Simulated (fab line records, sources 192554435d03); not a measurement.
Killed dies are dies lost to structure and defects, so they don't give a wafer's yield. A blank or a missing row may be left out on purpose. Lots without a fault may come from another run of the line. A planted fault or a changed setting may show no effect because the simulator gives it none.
fab line records | flow n5_finfet
record lots=11 wafers=33 last_day=17
route steps=1938 shown BEOL_M5@1135 PASSIVATION@1908
lots that met no fault: from a run of the same line without faults
start_h: hours from the record's first day to the start of the lot's first wafer shown | wait_h: hours since the lot's step before | " the same as in the row above | L1.1+2: a row that stands for several wafers | - no value, or no start given | * or withheld: withheld | < > ~ a bound
route shown NAME@n: a module of which the file shows steps, and the number in the route of the first | usual: mean/standard deviation of fault-free wafers | same: alike in all rows | chamber/n: place in a boat | sites: the reading at each site | _std_site: their standard deviation | _edge_site: outer sites' mean less inner sites' | radius_mm: how far each site lies from the wafer's centre | mask NAME#n: copy n | behind: the tool/chamber that last shaped the wafer | hold: why the lot was held/for how many hours/how that ended | device: the transistor (n, p or np) that didn't switch | end of line: the same wafers' tests at the end of the route | a step without rows: its recipe alone | killed: dies lost to structure and defects at the first sort, not the wafer's yield | map: a wafer's dies, x killed, . not, _ none there
set.NAME: the setting as run; set.NAME@STEP: as run at that earlier step | model.NAME: the simulator's own value behind a step, which no gauge read
steps of the route over a sample of lots; a table a step, a row a wafer
services: from which hour (start_h, from the record's first day; less than 0 if before it) a tool's chamber was out of use, for how many hours, and why
## steps
# step N5_BEOL_M5_STRIP_64
# recipe chemistry=CF4 resist=SiARC power_w=300 bias_power_w=75 pressure_mtorr=50 cf4_flow_sccm=150 rf_frequency_hz=6e+07
# usual drypump_motor_current_A=5.9/0.47 oes_product_au=0.76/0.08 rf_vpp_V=270.8/2 showerhead_plenum_p_Torr=1.78/0.074 throttle_valve_pct=13.64/0.28
# columns lot.wafer tool chamber start_h wait_h drypump_motor_current_A oes_product_au rf_hours_counter_h rf_vpp_V showerhead_plenum_p_Torr throttle_valve_pct
L405.3 rie_diel-06 2 164.22 0.0 5.6 0.70 241 269.2 1.75 14.07
L405.5 " 1 " " 6.5 0.87 - 273.7 1.88 13.37
L405.6 " 0 " " 6.5 0.75 - 270.1 1.71 13.31
L406.2 rie_diel-06 3 180.06 0.0 5.9 0.75 125 269.9 1.66 13.29
L406.5 " 2 " " 5.6 0.69 - 269.5 1.75 14.08
L406.6 " 1 " " 6.5 0.87 - 273.9 1.88 13.38
L408.2 rie_diel-03 3 182.71 0.0 5.8 0.77 112 270.9 1.72 13.18
L408.3 " 1 " " 6.8 0.69 197 269.5 1.72 13.92
L408.4 " 2 " " 6.2 0.69 201 273.9 1.88 13.99
L409.3 rie_diel-03 1 192.61 0.0 6.8 0.69 201 270.0 1.72 13.95
L409.4 " 0 " " 5.7 0.75 159 271.2 1.86 13.87
L409.6 " 3 " " 5.8 0.77 - 268.6 1.72 13.18
L410.1 rie_diel-01 1 198.88 0.0 5.5 0.96 2 272.3 1.83 13.47
L410.4 " 0 " " 5.5 0.70 228 271.8 1.79 13.95
L410.6 " 1 " " 5.5 0.96 - 270.9 1.83 13.46
L412.2 rie_diel-01 0 204.17 0.0 5.5 0.69 231 270.7 1.79 13.97
L412.4 " 2 " " 5.4 0.72 192 273.1 1.84 13.70
L412.6 " 3 " " 5.4 0.74 - 270.7 1.82 14.01
L413.2 rie_diel-01 2 217.50 0.0 5.4 0.72 197 272.4 1.84 13.70
L413.3 " 0 " " 5.5 0.69 235 269.4 1.79 13.99
L413.6 " 1 " " 5.5 0.92 - 270.6 1.83 13.48
L414.1 rie_diel-01 2 224.50 0.0 5.4 0.71 199 273.4 1.84 13.72
L414.3 " 0 " " 5.5 0.68 237 270.8 1.79 13.97
L414.6 " 1 " " 5.5 0.93 - 272.7 1.83 13.50
L415.1 rie_diel-01 2 224.72 0.0 5.4 0.71 199 271.6 1.84 13.70
L415.2 " 0 " " 5.5 0.69 237 268.1 1.79 13.97
L415.5 " 2 " " 5.4 0.71 - 272.3 1.84 13.70
L425.1 rie_diel-06 3 300.96 0.0 5.9 0.73 162 268.6 1.65 13.38
L425.2 " 2 " " 5.7 0.89 21 270.2 1.74 13.56
L425.3 " 1 " " 6.5 0.82 68 273.1 1.87 13.47
L426.3 rie_diel-03 1 303.74 0.0 6.8 0.67 234 268.2 1.71 14.02
L426.5 " 2 " " 6.2 0.66 - 271.9 1.87 14.07
L426.6 " 1 " " 6.8 0.67 - 269.0 1.71 14.02
# step N5_PASSIVATION_DESCUM_32
# recipe chemistry=O2 time_s=7.9 source_power_w=50 bias_power_w=20 pressure_mtorr=20 rf_frequency_hz=2.712e+07 temp_c=40 o2_flow_sccm=225
# usual drypump_motor_current_A=5.7/0.38 oes_product_au=0.83/0.076 rf_vpp_V=243.1/1.6 showerhead_plenum_p_Torr=2.08/0.098 throttle_valve_pct=20.23/0.19
# columns lot.wafer tool chamber start_h wait_h drypump_motor_current_A oes_product_au rf_hours_counter_h rf_vpp_V showerhead_plenum_p_Torr throttle_valve_pct
L405.3 rie_diel-04 2 257.88 0.0 5.3 0.97 2 241.1 2.03 20.15
L405.5 " 1 " " 5.5 0.68 - 243.4 2.17 20.32
L405.6 " 2 " " 5.3 0.97 - 241.2 2.03 20.15
L406.2 rie_diel-04 2 271.78 0.6 5.3 0.96 8 242.6 2.03 20.14
L406.5 " 1 " " 5.5 0.68 - 244.3 2.16 20.33
L406.6 " 2 " " 5.3 0.95 - 241.7 2.03 20.16
L408.2 rie_diel-04 2 282.63 0.0 5.3 0.94 11 241.7 2.03 20.15
L408.3 " 3 " " 6.1 0.87 54 241.0 2.03 20.03
L408.4 " 0 " " 5.6 0.81 93 243.6 2.21 20.53
L410.1 rie_diel-05 3 287.72 0.0 5.6 0.86 53 243.0 2.01 20.31
L410.4 " 1 " " 6.1 0.72 195 243.9 2.15 20.51
L410.6 " 2 " " 5.5 0.73 - 241.9 1.89 20.32
L409.3 rie_diel-04 3 290.18 0.3 6.1 0.86 56 242.3 2.03 20.02
L409.4 " 1 " " 5.5 0.67 242 244.1 2.16 20.34
L409.6 " 3 " " 6.1 0.85 - 243.0 2.03 20.04
L412.2 rie_diel-04 1 298.42 1.0 5.5 0.66 246 244.4 2.16 20.35
L412.4 " 0 " " 5.6 0.82 100 244.9 2.21 20.55
L412.6 " 0 " " 5.6 0.82 - 244.3 2.21 20.55
L413.2 rie_diel-04 3 310.29 0.0 6.0 0.85 67 241.8 2.03 20.04
L413.3 " 0 " " 5.6 0.81 105 246.2 2.21 20.54
L413.6 " 3 " " 6.0 0.85 - 242.4 2.03 20.04
L414.1 rie_diel-02 2 315.02 0.0 5.6 0.87 37 241.5 2.03 20.19
L414.3 " 3 " " 6.6 1.01 0 241.1 2.06 19.94
L414.6 " 0 " " 6.1 0.92 - 246.3 2.25 20.09
L415.1 rie_diel-02 1 324.06 0.0 5.9 0.83 70 245.2 2.16 20.38
L415.2 " 3 " " 6.5 0.98 3 242.0 2.06 19.96
L415.5 " 1 " " 5.9 0.82 - 242.1 2.16 20.39
L425.1 rie_diel-02 1 395.57 0.1 5.9 0.79 94 242.8 2.15 20.42
L425.2 " 0 " " 6.1 0.87 39 246.0 2.24 20.11
L425.3 " 2 " " 5.6 0.82 64 244.2 2.02 20.23
L426.3 rie_diel-04 1 401.51 0.0 5.4 0.86 33 243.8 2.15 20.09
L426.5 " 1 " " 5.5 0.85 - 244.6 2.15 20.09
L426.6 " 2 " " 5.3 0.84 - 243.0 2.01 20.22
# step N5_PASSIVATION_OVL_MEAS_66
# recipe points_per_wafer=44
# usual PASS_OPEN_OVL=2/5.2
# columns lot.wafer tool chamber start_h wait_h PASS_OPEN_OVL[nm]
L405.3 overlay-01 0 259.57 0.0 5
L405.5 " 0 " " 1
L405.6 " 0 " " 1
L406.2 overlay-01 0 273.61 0.0 4
L406.5 " 0 " " 1
L406.6 " 0 " " 0
L408.2 overlay-02 0 284.31 0.0 7
L408.3 " 0 " " 6
L408.4 " 0 " " 5
L410.1 overlay-02 0 289.52 0.0 -3
L410.4 " 0 " " 2
L410.6 " 0 " " -8
L409.3 overlay-02 0 292.20 0.0 -3
L409.4 " 0 " " 5
L409.6 " 0 " " 9
L412.2 overlay-01 0 300.47 0.0 8
L412.4 " 0 " " 6
L412.6 " 0 " " 10
L413.2 overlay-02 0 312.49 0.0 1
L413.3 " 0 " " -1
L413.6 " 0 " " -1
L414.1 overlay-01 0 316.71 0.0 -4
L414.3 " 0 " " 3
L414.6 " 0 " " 1
L415.1 overlay-02 0 325.80 0.0 8
L415.2 " 0 " " -5
L415.5 " 0 " " -1
L425.1 overlay-01 0 397.36 0.0 5
L425.2 " 0 " " 6
L425.3 " 0 " " 3
L426.3 overlay-02 0 403.32 0.0 6
L426.5 " 0 " " 5
L426.6 " 0 " " 2
# step N5_PASSIVATION_PROBE_49
# usual defect_limited_yield=91.2/1.6 killed_at_M0_to_M3=34/11 killed_at_M4_up=13/5.2 killed_at_contacts=13/6.3 killed_at_front_end=40/14 killed_at_other=3.2/2.4 killed_dies=104/19 killed_open=69/14 killed_short=32/7.5 sort_bin_4_leakage=0.00/0.04 sort_bin_5_function=5.3/1.1 sort_bin_6_memory=3.2/0.73 sort_bin_8_speed=0.01/0.038 sort_n_pass=1076/19 sort_yield_pct=91.2/1.6
# same gross_dies=1180 killed_at_back_side=0
# columns lot.wafer tool chamber start_h wait_h defect_limited_yield[%] killed_at_M0_to_M3 killed_at_M4_up killed_at_contacts killed_at_front_end killed_at_other killed_dies killed_open killed_short sort_bin_4_leakage[%] sort_bin_5_function[%] sort_bin_6_memory[%] sort_bin_8_speed[%] sort_n_pass sort_yield_pct[%]
L410.1 prober-02 - 292.63 0.0 90.6 38 7 9 49 8 111 74 36 0 5.7 3.3 0 1069 90.6
L410.4 prober-02 - 292.78 0.2 91.3 30 9 6 56 2 103 75 28 0 5.4 2.8 0 1077 91.3
L410.6 prober-02 - 292.88 0.3 91.6 29 20 2 47 1 99 69 23 0 4.7 3.5 0 1081 91.6
L409.3 prober-01 - 297.01 0.1 93.6 29 9 11 24 2 75 46 27 0 3.9 2.1 0.25 1102 93.4
L409.4 prober-01 - 297.06 0.2 93.0 25 8 17 31 2 83 54 28 0 3.8 3.0 0 1097 93.0
L409.6 prober-01 - 297.16 0.3 92.7 27 9 19 31 0 86 58 23 0 4.2 2.7 0 1094 92.7
L412.2 prober-02 - 303.68 0.1 93.2 32 6 14 25 3 80 54 26 0 4.2 2.5 0 1100 93.2
L412.4 prober-02 - 303.78 0.2 93.4 26 7 17 24 4 78 54 21 0 4.0 2.5 0 1102 93.4
L412.6 prober-02 - 303.88 0.3 90.5 23 13 26 44 6 112 76 35 0 6.1 3.1 0 1068 90.5
L413.2 prober-02 - 315.64 0.1 91.1 25 9 16 54 1 105 74 30 0 5.1 3.2 0 1075 91.1
L413.3 prober-02 - 315.69 0.1 92.0 37 14 6 32 5 94 66 28 0 4.8 2.8 0 1086 92.0
L413.6 prober-02 - 315.84 0.3 92.3 41 5 7 31 7 91 66 23 0 4.3 3.1 0 1089 92.3
L414.1 prober-02 - 319.85 0.0 90.4 53 11 13 34 2 113 70 41 0 6.0 3.3 0 1067 90.4
L414.3 prober-02 - 319.95 0.1 92.4 26 12 23 28 1 90 60 27 0 4.6 2.9 0.08 1089 92.3
L414.6 prober-02 - 320.10 0.3 90.3 43 9 20 39 3 114 82 30 0 5.5 3.8 0 1066 90.3
L415.1 prober-02 - 328.90 0.0 83.8 27 89 16 55 4 191 75 37 0 10.3 4.7 0 989 83.8
L415.2 prober-02 - 328.95 0.1 84.1 32 92 8 52 4 188 59 46 0 10.1 4.7 0.08 991 84.0
L415.5 prober-02 - 329.10 0.2 84.4 36 80 15 48 5 184 75 39 0 10.4 3.9 0 996 84.4
# killed by level:class
L410.1 FIN_SAQP:geometric_particle:open=17 BEOL_M1:geometric_particle:open=9 BEOL_M3:geometric_particle:open=8 FIN_SAQP:geometric_particle:short=7 MOL_CONTACT_COAG:geometric_particle:open=6 STI_FIN_REVEAL:geometric_particle:open=5 BEOL_M0_SAQP:geometric_particle:short=5 BEOL_M0:geometric_particle:open=5
L410.4 FIN_SAQP:geometric_particle:open=13 FIN_SAQP:geometric_particle:short=10 STI_FIN_REVEAL:geometric_particle:open=9 BEOL_M1:geometric_particle:open=9 BEOL_M3:geometric_particle:open=7 BEOL_M0_SAQP:geometric_particle:open=7 MOL_CONTACT_COAG:geometric_particle:open=4 BEOL_M5:geometric_particle:open=4
L410.6 STI_FIN_REVEAL:geometric_particle:open=12 BEOL_M3:geometric_particle:open=10 FIN_SAQP:geometric_particle:open=9 FIN_SAQP:geometric_particle:short=7 STARTING-WAFER:geometric_particle:open=7 BEOL_M1:geometric_particle:open=6 BEOL_M2:geometric_particle:open=5 DUMMY_GATE:geometric_particle:open=3
L409.3 STI_FIN_REVEAL:geometric_particle:open=13 BEOL_M0_SAQP:geometric_particle:short=8 MOL_CONTACT_COAG:geometric_particle:open=6 MOL_CONTACT_COAG:geometric_particle:short=5 BEOL_M0:geometric_particle:open=5 STI_FIN_REVEAL:geometric_particle:short=4 BEOL_M0_SAQP:geometric_particle:open=4 BEOL_M2:geometric_particle:open=3
L409.4 MOL_CONTACT_COAG:geometric_particle:open=14 BEOL_M0_SAQP:geometric_particle:open=6 ILD0:geometric_particle:open=5 FIN_SAQP:geometric_particle:open=4 BEOL_M0_SAQP:geometric_particle:short=4 BEOL_M3:geometric_particle:short=4 BEOL_M3:geometric_particle:open=4 STARTING-WAFER:geometric_particle:short=4
L409.6 MOL_CONTACT_COAG:geometric_particle:open=16 BEOL_M3:geometric_particle:open=13 STI_FIN_REVEAL:geometric_particle:open=9 BEOL_M0_SAQP:geometric_particle:short=6 FIN_SAQP:geometric_particle:short=4 GATE_CUT:geometric_particle:short=4 MOL_CONTACT_COAG:geometric_particle:short=3 BEOL_M0_SAQP:geometric_particle:open=3
L412.2 MOL_CONTACT_COAG:geometric_particle:open=12 STI_FIN_REVEAL:geometric_particle:open=9 BEOL_M0_SAQP:geometric_particle:open=9 BEOL_M0_SAQP:geometric_particle:short=8 BEOL_M3:geometric_particle:open=8 BEOL_M1:geometric_particle:open=3 STARTING-WAFER:geometric_particle:open=3 FIN_SAQP:geometric_particle:short=2
L412.4 MOL_CONTACT_COAG:geometric_particle:open=15 STI_FIN_REVEAL:geometric_particle:open=8 BEOL_M1:geometric_particle:open=6 BEOL_M2:geometric_particle:open=6 BEOL_M0_SAQP:geometric_particle:short=4 BEOL_M0_SAQP:geometric_particle:open=4 BEOL_M3:geometric_particle:open=4 ZERO_LAYER:coat_microbubble_printed=3
L412.6 STI_FIN_REVEAL:geometric_particle:open=19 MOL_CONTACT_COAG:geometric_particle:open=19 MOL_CONTACT_COAG:geometric_particle:short=7 STI_FIN_REVEAL:geometric_particle:short=6 BEOL_M0_SAQP:geometric_particle:short=5 SPACER0:geometric_particle:open=4 BEOL_M4:geometric_particle:open=4 BEOL_M3:geometric_particle:open=4
L413.2 MOL_CONTACT_COAG:geometric_particle:open=14 FIN_SAQP:geometric_particle:open=13 FIN_SAQP:geometric_particle:short=10 STI_FIN_REVEAL:geometric_particle:open=6 BEOL_M0:geometric_particle:open=6 ILD0:geometric_particle:short=5 GATE_CUT:geometric_particle:short=5 BEOL_M3:geometric_particle:open=5
L413.3 BEOL_M2:geometric_particle:open=12 BEOL_M4:geometric_particle:open=10 DUMMY_GATE:geometric_particle:open=5 GATE_CUT:geometric_particle:short=5 GATE_CUT:geometric_particle:open=5 MOL_CONTACT_COAG:geometric_particle:open=5 BEOL_M0_SAQP:geometric_particle:short=5 BEOL_M0:geometric_particle:open=5
L413.6 BEOL_M1:geometric_particle:open=14 FIN_SAQP:geometric_particle:open=10 BEOL_M0_SAQP:geometric_particle:open=7 BEOL_M2:geometric_particle:open=6 FIN_SAQP:geometric_particle:short=5 DUMMY_GATE:geometric_particle:open=4 MOL_CONTACT_COAG:geometric_particle:open=4 BEOL_M0:geometric_particle:open=4
L414.1 BEOL_M1:geometric_particle:open=11 BEOL_M2:geometric_particle:open=10 MOL_CONTACT_COAG:geometric_particle:open=9 FIN_SAQP:geometric_particle:open=7 BEOL_M2:geometric_particle:short=6 DUMMY_GATE:geometric_particle:open=5 BEOL_M0_SAQP:geometric_particle:open=5 BEOL_M3:geometric_particle:open=5
L414.3 MOL_CONTACT_COAG:geometric_particle:open=15 BEOL_M2:geometric_particle:open=9 MOL_CONTACT_COAG:geometric_particle:short=8 BEOL_M4:geometric_particle:open=6 FIN_SAQP:geometric_particle:open=5 GATE_CUT:geometric_particle:open=4 GATE_CUT:geometric_particle:short=4 BEOL_M0_SAQP:geometric_particle:short=4
L414.6 BEOL_M2:geometric_particle:open=16 MOL_CONTACT_COAG:geometric_particle:open=13 STI_FIN_REVEAL:geometric_particle:open=9 BEOL_M0:geometric_particle:open=9 GATE_CUT:geometric_particle:short=7 MOL_CONTACT_COAG:geometric_particle:short=7 BEOL_M1:geometric_particle:open=6 BEOL_M3:geometric_particle:open=6
L415.1 BEOL_M5:unspecified=77 FIN_SAQP:geometric_particle:open=22 BEOL_M2:geometric_particle:open=14 MOL_CONTACT_COAG:geometric_particle:open=11 FIN_SAQP:geometric_particle:short=10 MOL_CONTACT_COAG:geometric_particle:short=5 STI_FIN_REVEAL:geometric_particle:open=4 BEOL_M4:geometric_particle:open=4
L415.2 BEOL_M5:unspecified=81 FIN_SAQP:geometric_particle:short=23 FIN_SAQP:geometric_particle:open=9 BEOL_M2:geometric_particle:open=9 MOL_CONTACT_COAG:geometric_particle:open=7 BEOL_M0_SAQP:geometric_particle:open=7 BEOL_M0_SAQP:geometric_particle:short=4 BEOL_M3:geometric_particle:short=4
L415.5 BEOL_M5:unspecified=69 MOL_CONTACT_COAG:geometric_particle:open=14 FIN_SAQP:geometric_particle:short=10 BEOL_M0_SAQP:geometric_particle:open=8 BEOL_M0_SAQP:geometric_particle:short=8 GATE_CUT:geometric_particle:short=7 FIN_SAQP:geometric_particle:open=6 BEOL_M2:geometric_particle:open=6
## services
# columns tool chamber start_h hours kind
rie_diel-03 2 140.26 5.8 repair
rie_diel-04 3 143.18 13.8 repair
rie_diel-06 1 154.34 5.2 repair
rie_diel-05 - 164.14 0.3 repair
rie_diel-05 - 171.64 2.2 repair
rie_diel-02 3 173.21 5.4 repair
rie_diel-04 1 175.48 62.1 repair
rie_diel-06 - 199.41 3.9 repair
rie_diel-05 3 201.47 13.7 repair
rie_diel-01 3 207.40 19.4 repair
rie_diel-05 2 219.41 2.6 repair
rie_diel-02 3 230.91 5.1 repair
rie_diel-04 2 237.62 - clean
rie_diel-04 2 237.62 - consumable_replace:focus_ring
rie_diel-04 2 237.62 14.2 scheduled_down
rie_diel-05 - 291.28 14.6 pm
rie_diel-01 1 293.98 4.3 repair
rie_diel-03 - 297.78 2.8 pm
rie_diel-04 3 317.19 18.4 repair
rie_diel-02 2 328.01 2.4 repair
rie_diel-01 - 333.66 2.8 pm
rie_diel-04 3 352.07 12.2 repair
rie_diel-06 2 371.77 13.6 repair
rie_diel-01 1 388.45 10.8 repair
## key
first_sign step=N5_PASSIVATION_PROBE_49 reading=killed_at_M4_up direction=up sigmas=14 usual=13 struck=87
effect step=N5_PASSIVATION_PROBE_49 reading=defect_limited_yield direction=down sigmas=4.4 usual=91.2 struck=84.1
more_kills_born_at N5_BEOL_M5_STRIP_64@rie_diel-01=227
met_at N5_BEOL_M5_STRIP_64
struck_lots L415
not_acting_at N5_PASSIVATION_DESCUM_32,N5_PASSIVATION_OVL_MEAS_66
onset_between 224.50 224.72
fault kind=chamber_particle_source tool=rie_diel-01 chamber=- onset_h=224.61 steps=N5_BEOL_M5_STRIP_64 rate_per_visit_cm2=0.38067 end_h=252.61
